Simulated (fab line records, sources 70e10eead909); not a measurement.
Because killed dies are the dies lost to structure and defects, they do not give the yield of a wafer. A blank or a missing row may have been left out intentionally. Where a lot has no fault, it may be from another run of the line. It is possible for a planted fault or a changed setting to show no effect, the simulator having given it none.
Matching of chambers / flow nand_harc / NHARC_A_STAIRCASE_STRIP_476 on rie_diel-07 has 4 sister chambers
The step strips in O2, time 20 s. 8 wafers are shown with their chamber, then 9 later ones without.

## EACH WAFER AND ITS CHAMBER
wafer=L078.2; chamber=3; drypump_motor_current_A (A)=4.9; showerhead_plenum_p_Torr (Torr)=3.36
wafer=L078.4; chamber=2; drypump_motor_current_A (A)=6.0; showerhead_plenum_p_Torr (Torr)=3.50
wafer=L080.2; chamber=1; drypump_motor_current_A (A)=6.3; showerhead_plenum_p_Torr (Torr)=3.39
wafer=L080.3; chamber=0; drypump_motor_current_A (A)=5.8; showerhead_plenum_p_Torr (Torr)=3.48
wafer=L080.4; chamber=1; drypump_motor_current_A (A)=6.3; showerhead_plenum_p_Torr (Torr)=3.39
wafer=L093.2; chamber=2; drypump_motor_current_A (A)=5.9; showerhead_plenum_p_Torr (Torr)=3.48
wafer=L093.4; chamber=0; drypump_motor_current_A (A)=5.8; showerhead_plenum_p_Torr (Torr)=3.46
wafer=L093.5; chamber=3; drypump_motor_current_A (A)=4.9; showerhead_plenum_p_Torr (Torr)=3.34

## WAFERS WHOSE CHAMBER IS MISSING
wafer=L094.2; drypump_motor_current_A (A)=6.3; showerhead_plenum_p_Torr (Torr)=3.37
wafer=L094.3; drypump_motor_current_A (A)=6.0; showerhead_plenum_p_Torr (Torr)=3.48
wafer=L094.5; drypump_motor_current_A (A)=4.9; showerhead_plenum_p_Torr (Torr)=3.34
wafer=L096.1; drypump_motor_current_A (A)=6.3; showerhead_plenum_p_Torr (Torr)=3.36
wafer=L096.3; drypump_motor_current_A (A)=5.9; showerhead_plenum_p_Torr (Torr)=3.48
wafer=L096.4; drypump_motor_current_A (A)=4.9; showerhead_plenum_p_Torr (Torr)=3.34
wafer=L097.1; drypump_motor_current_A (A)=5.9; showerhead_plenum_p_Torr (Torr)=3.47
wafer=L097.4; drypump_motor_current_A (A)=4.9; showerhead_plenum_p_Torr (Torr)=3.33
wafer=L097.5; drypump_motor_current_A (A)=6.3; showerhead_plenum_p_Torr (Torr)=3.36

## WHICH CHAMBER EACH WENT THROUGH
wafer=L094.2; from the rows above=1; in truth=1
wafer=L094.3; from the rows above=2; in truth=2
wafer=L094.5; from the rows above=3; in truth=3
wafer=L096.1; from the rows above=1; in truth=1
wafer=L096.3; from the rows above=can't be placed: 2 or 0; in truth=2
wafer=L096.4; from the rows above=3; in truth=3
wafer=L097.1; from the rows above=can't be placed: 2 or 0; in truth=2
wafer=L097.4; from the rows above=3; in truth=3
wafer=L097.5; from the rows above=1; in truth=1
Correctly placed: 7 of 9. Not placeable from these rows: 2 (in 2, the candidates include the true chamber). 0 placed wrongly.
How it was worked out, from the rows above alone: a wafer's distance from a chamber is the root of the sum, over the readings, of the square of ((its reading less the chamber's mean) divided by the reading's scatter). The wafer belongs to the nearest chamber; if the next one is less than 2 further off, it can't be placed. The mean given for a chamber averages the wafers shown for that chamber. The scatter: the root of (the sum of the squares of (reading less its chamber's mean) over the shown wafers, divided by (wafers less chambers)).
